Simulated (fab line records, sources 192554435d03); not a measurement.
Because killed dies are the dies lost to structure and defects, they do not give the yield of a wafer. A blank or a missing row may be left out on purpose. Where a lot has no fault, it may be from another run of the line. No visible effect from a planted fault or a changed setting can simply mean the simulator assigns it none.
Matching of chambers / flow n5Finfet / N5_FIN_SAQP_MANDREL1_REMOVE_56 on rieSi-03 has 4 sister chambers
The step chemistry HBr/Cl2/O2, target a-Si, stops on SiNx, bt time 10 s. 16 wafers are shown with their chamber, then 8 later ones without.

== EACH WAFER AND ITS CHAMBER ==
wafer=L074.2; chamber=1; oesProductAu (a.u.)=0.948
wafer=L074.3; chamber=3; oesProductAu (a.u.)=0.973
wafer=L074.5; chamber=2; oesProductAu (a.u.)=1.023
wafer=L076.1; chamber=2; oesProductAu (a.u.)=1.020
wafer=L076.3; chamber=3; oesProductAu (a.u.)=0.974
wafer=L076.5; chamber=2; oesProductAu (a.u.)=1.015
wafer=L077.2; chamber=3; oesProductAu (a.u.)=0.974
wafer=L077.5; chamber=2; oesProductAu (a.u.)=1.015
wafer=L077.6; chamber=1; oesProductAu (a.u.)=0.956
wafer=L080.2; chamber=1; oesProductAu (a.u.)=0.965
wafer=L080.3; chamber=3; oesProductAu (a.u.)=0.980
wafer=L080.6; chamber=0; oesProductAu (a.u.)=1.002
wafer=L087.2; chamber=0; oesProductAu (a.u.)=1.005
wafer=L087.3; chamber=3; oesProductAu (a.u.)=0.972
wafer=L087.5; chamber=1; oesProductAu (a.u.)=0.965
wafer=L088.1; chamber=1; oesProductAu (a.u.)=0.952

SIGNATURES (means of the wafers above)
reading=oesProductAu; chamber 0=1.00350; chamber 1=0.95720; chamber 2=1.01825; chamber 3=0.97460; scatter within a chamber=0.00521
Rule: distance of a wafer from a chamber = root of the sum over the readings of ((wafer's reading minus chamber's mean) / reading's scatter) squared. If the next closest chamber is less than 2 further off than the closest, the wafer can't be placed; otherwise it belongs to the closest. How the scatter is found: for the shown wafers, subtract from each reading the mean of its chamber, square and add these, divide the total by (wafers less chambers), then take the root.

== WAFERS MISSING THEIR CHAMBER ==
wafer=L088.3; oesProductAu (a.u.)=0.998
wafer=L088.5; oesProductAu (a.u.)=1.002
wafer=L093.1; oesProductAu (a.u.)=0.966
wafer=L093.4; oesProductAu (a.u.)=0.975
wafer=L093.5; oesProductAu (a.u.)=0.963
wafer=L097.1; oesProductAu (a.u.)=0.959
wafer=L097.5; oesProductAu (a.u.)=0.966
wafer=L097.6; oesProductAu (a.u.)=1.021

== THE CHAMBER EACH PASSED THROUGH ==
wafer=L088.3; from the rows above=0; in truth=0
wafer=L088.5; from the rows above=0; in truth=0
wafer=L093.1; from the rows above=can't be placed: 3 or 1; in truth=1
wafer=L093.4; from the rows above=3; in truth=3
wafer=L093.5; from the rows above=can't be placed: 1 or 3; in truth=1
wafer=L097.1; from the rows above=1; in truth=1
wafer=L097.5; from the rows above=can't be placed: 3 or 1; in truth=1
wafer=L097.6; from the rows above=2; in truth=2
Correct placement for 5 of the 8. From these rows, 3 cannot be placed; in 3 the true chamber is one of the candidates. Wrongly placed: 0.
